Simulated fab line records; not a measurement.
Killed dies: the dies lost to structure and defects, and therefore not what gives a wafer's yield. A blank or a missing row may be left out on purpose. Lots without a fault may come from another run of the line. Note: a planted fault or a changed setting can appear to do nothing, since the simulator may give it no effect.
Matching of chambers ; flow nand_harc ; NHARC_A_CONTACT_ETCH_76 on rie_diel-12 has 4 sister chambers
The step etches the open film in N2/H2, target depth 260 nm, time 475.3 s. 16 wafers are shown with their chamber, then 7 later ones without.

WAFERS PAIRED WITH THEIR CHAMBERS
wafer;chamber;showerhead_plenum_p_Torr (Torr);drypump_motor_current_A (A);rf_vpp_V (V)
L756.1;2;2.12;5.90;433.1
L756.4;0;1.89;5.43;425.2
L756.5;2;2.12;5.88;431.7
L758.2;3;1.98;5.84;428.2
L758.3;1;2.13;5.36;432.3
L758.5;2;2.12;5.89;432.0
L761.2;1;2.13;5.36;433.5
L761.4;3;1.97;5.81;427.6
L761.6;0;1.89;5.36;427.3
L762.3;0;1.89;5.39;426.1
L762.4;1;2.13;5.33;431.8
L762.6;1;2.13;5.33;432.1
L766.2;2;2.11;5.90;431.9
L766.3;1;2.13;5.37;432.2
L772.4;3;1.97;5.82;428.4
L772.5;1;2.12;5.34;434.4

SIGNATURES (means of the wafers above)
reading;chamber 0;chamber 1;chamber 2;chamber 3;scatter within a chamber
showerhead_plenum_p_Torr;1.8900;2.1283;2.1175;1.9733;0.00433
drypump_motor_current_A;5.3933;5.3483;5.8925;5.8233;0.0198
rf_vpp_V;426.200;432.717;432.175;428.067;0.859
Rule: distance of a wafer from a chamber = root of the sum over the readings of ((wafer's reading minus chamber's mean) / reading's scatter) squared. The wafer belongs to the nearest chamber; if the next one is less than 2 further off, it can't be placed. The scatter: take each reading less its chamber's mean, square it, sum over the shown wafers, divide by the number of wafers less the number of chambers, and take the root.

WAFERS MISSING THEIR CHAMBER
wafer;showerhead_plenum_p_Torr (Torr);drypump_motor_current_A (A);rf_vpp_V (V)
L772.6;2.11;5.88;433.2
L775.2;2.12;5.36;434.3
L775.3;1.97;5.84;428.3
L775.6;2.11;5.88;432.4
L777.2;1.97;5.84;428.5
L777.4;1.88;5.38;426.6
L777.5;2.12;5.35;431.2

THE CHAMBER EACH PASSED THROUGH
wafer;from the rows above;in truth
L772.6;2;2
L775.2;1;1
L775.3;3;3
L775.6;2;2
L777.2;3;3
L777.4;0;0
L777.5;1;1
Placed correctly: 7 of 7. Number that these rows cannot place: 0. Number placed wrongly: 0.
